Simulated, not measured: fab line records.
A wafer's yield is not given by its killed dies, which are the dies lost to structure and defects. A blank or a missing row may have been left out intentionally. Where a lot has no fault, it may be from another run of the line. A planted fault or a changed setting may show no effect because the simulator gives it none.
Which tool was responsible?	flow n5-finfet	route of 1938 steps, sampled at 1 step: 12 lots, 36 wafers

WHAT EACH GAUGE READ, for each wafer
N5_BEOL_M8_CD_MEAS_35: target cd 40 nm.
lot	measured	on	cd-nm (nm)
L824	day 10 22:15	cd-sem-02	38.8 40.4 40.1
L826	day 11 08:25	cd-sem-02	38.9 38.4 39.0
L828	day 11 20:16	cd-sem-03	41.2 40.2 40.7
L829	day 11 20:19	cd-sem-03	38.7 39.8 38.9
L835	day 13 07:50	cd-sem-01	39.8 40.8 39.4
L837	day 14 10:46	cd-sem-01	40.1 40.0 40.2
L838	day 14 18:39	cd-sem-03	39.9 40.2 40.2
L840	day 15 02:16	cd-sem-01	39.1 39.7 39.4
L841	day 15 16:59	cd-sem-02	39.2 40.5 40.6
L843	day 16 06:33	cd-sem-01	39.9 39.4 40.6
L844	day 16 09:20	cd-sem-03	39.4 39.9 40.2
L846	day 16 13:27	cd-sem-03	40.0 40.0 40.5

WHICH TOOL RAN EACH LOT (tool, then ch and the chambers of the sampled wafers, then the start)
There is no process step in the record ahead of these readings.

AS READ BY THE TOOLS THEMSELVES (means over the sampled wafers that have a number; for cases with no such wafer, the mark the record gives instead)
The record holds no such reading with a usual standard deviation.

THE ANSWER, worked out from the rows above alone
Rule: the lots themselves supply what counts as usual. Put in order of their means at a reading, lots are off if they are a third of the lots or fewer, leave a main group of 4 or more, and stand apart from it by a gap of 3 or more times the standard deviation of the main group's means; of several such gaps the widest counts. A main group whose means are all the same, to the digits that the tables above print for the reading, isn't used. A lot without any number at a reading at which 4 lots or more have one is off too. Any other lot the step has rows for is counted as sound. After the gauges, taken in route order, come the tools' own readings; for these a lot's mean is taken, as printed above. The first step at which some lot is off is used, and at that step the reading that is off furthest; a lot without a number counts as furthest.
Nothing can be told from this: no lot is off at any reading shown.

WHAT WAS PUT IN BY THE SIMULATOR
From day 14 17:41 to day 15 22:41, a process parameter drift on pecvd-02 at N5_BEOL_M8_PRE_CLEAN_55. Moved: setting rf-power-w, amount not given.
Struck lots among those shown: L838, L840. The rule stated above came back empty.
